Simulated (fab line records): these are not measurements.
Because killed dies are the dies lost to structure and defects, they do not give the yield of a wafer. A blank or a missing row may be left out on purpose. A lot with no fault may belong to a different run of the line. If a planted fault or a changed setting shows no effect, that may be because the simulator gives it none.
A single fault, viewed from 2 desks / flow nand harc / what lay behind the numbers comes last; until then each desk has only its own

== FOR THE TOOL OWNER'S DESK: har etch-01 ==
The tool's own readings at NHARC_A_CHANNEL_HOLE_D1_ETCH_20 (etches the open film in C4F8/O2/Ar, time 361.9 s, target depth 1600 nm): means of the sampled wafers that have a number, for each lot that ran on this tool. A lot is out of limits, marked OUT, if its mean lies more than 4 standard deviations from the usual mean; the brackets give that distance.
Columns: A = drypump motor current A at NHARC_A_CHANNEL_HOLE_D1_ETCH_20, usual 5.62 A; B = esc clamp current uA at NHARC_A_CHANNEL_HOLE_D1_ETCH_20, usual 0.02066; C = he backside leak sccm at NHARC_A_CHANNEL_HOLE_D1_ETCH_20, usual 5.55 sccm; D = showerhead plenum p Torr at NHARC_A_CHANNEL_HOLE_D1_ETCH_20, usual 3.67 Torr; E = throttle valve pct at NHARC_A_CHANNEL_HOLE_D1_ETCH_20, usual 32.155 %
lot=L452; first seen here=day 9 01:58; A=5.78; B=0.02045; C=5.35; D=3.69; E=32.152
lot=L451; first seen here=day 9 06:14; A=5.78; B=0.02044; C=5.19; D=3.69; E=32.149
lot=L454; first seen here=day 9 10:17; A=5.52; B=0.02043; C=5.42; D=3.75; E=32.158
lot=L457; first seen here=day 9 17:36; A=5.78; B=0.02046; C=5.32; D=3.68; E=32.149
lot=L460; first seen here=day 11 01:15; A=5.78; B=0.02043; C=5.33; D=3.68; E=32.158
lot=L462; first seen here=day 11 10:21; A=5.53; B=0.02047; C=5.76; D=3.74; E=32.150
lot=L465; first seen here=day 12 04:08; A=5.78; B=0.02048; C=5.61; D=3.67; E=32.158
lot=L466; first seen here=day 12 14:04; A=5.80; B=0.02049; C=5.39; D=3.67; E=32.156
This desk found nothing out of limits on any of the 8 lots.

== THE DEFECT DESK ==
For each lot, the counts of the inspections along the route, averaged over the sampled wafers that have a number. A lot is out of limits, marked OUT, if its mean lies more than 4 standard deviations from the usual mean; the brackets give that distance.
Columns: A = raw defect count at NHARC_A_CHANNEL_HOLE_D1_INSPECT_40, usual 63
lot=L452; first seen here=day 9 07:36; A=62
lot=L451; first seen here=day 9 11:43; A=68
lot=L454; first seen here=day 9 15:54; A=81
lot=L457; first seen here=day 9 23:11; A=70
lot=L456; first seen here=day 10 00:13; A=65
lot=L460; first seen here=day 11 06:50; A=61
lot=L459; first seen here=day 11 11:01; A=55
lot=L462; first seen here=day 11 15:53; A=56
lot=L465; first seen here=day 12 09:44; A=1371 (+87) OUT
lot=L466; first seen here=day 12 19:32; A=1358 (+86) OUT
lot=L473; first seen here=day 14 10:34; A=71
This desk finds L465, L466 out of limits, L465 being first, at day 12 09:44 (raw defect count at NHARC_A_CHANNEL_HOLE_D1_INSPECT_40). In limits: L452, L451, L454, L457, L456, L460, L459, L462, L473.

== PUT TOGETHER ==
The defect desk could have raised an alarm at day 12 09:44, on L465, L466.
The desk of the tool owner found nothing out of limits.
The tool owner's desk has L465, L466 on record, within its limits.
NHARC_A_CHANNEL_HOLE_D1_ETCH_20 was run on har etch-01 by each of the lots named.

== WHAT HAD BEEN PUT IN BY THE SIMULATOR ==
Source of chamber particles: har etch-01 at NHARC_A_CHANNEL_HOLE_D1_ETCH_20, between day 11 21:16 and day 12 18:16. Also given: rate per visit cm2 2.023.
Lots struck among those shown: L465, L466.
Hours from the fault's start to each desk's first reading out of limits: the defect desk, 12.
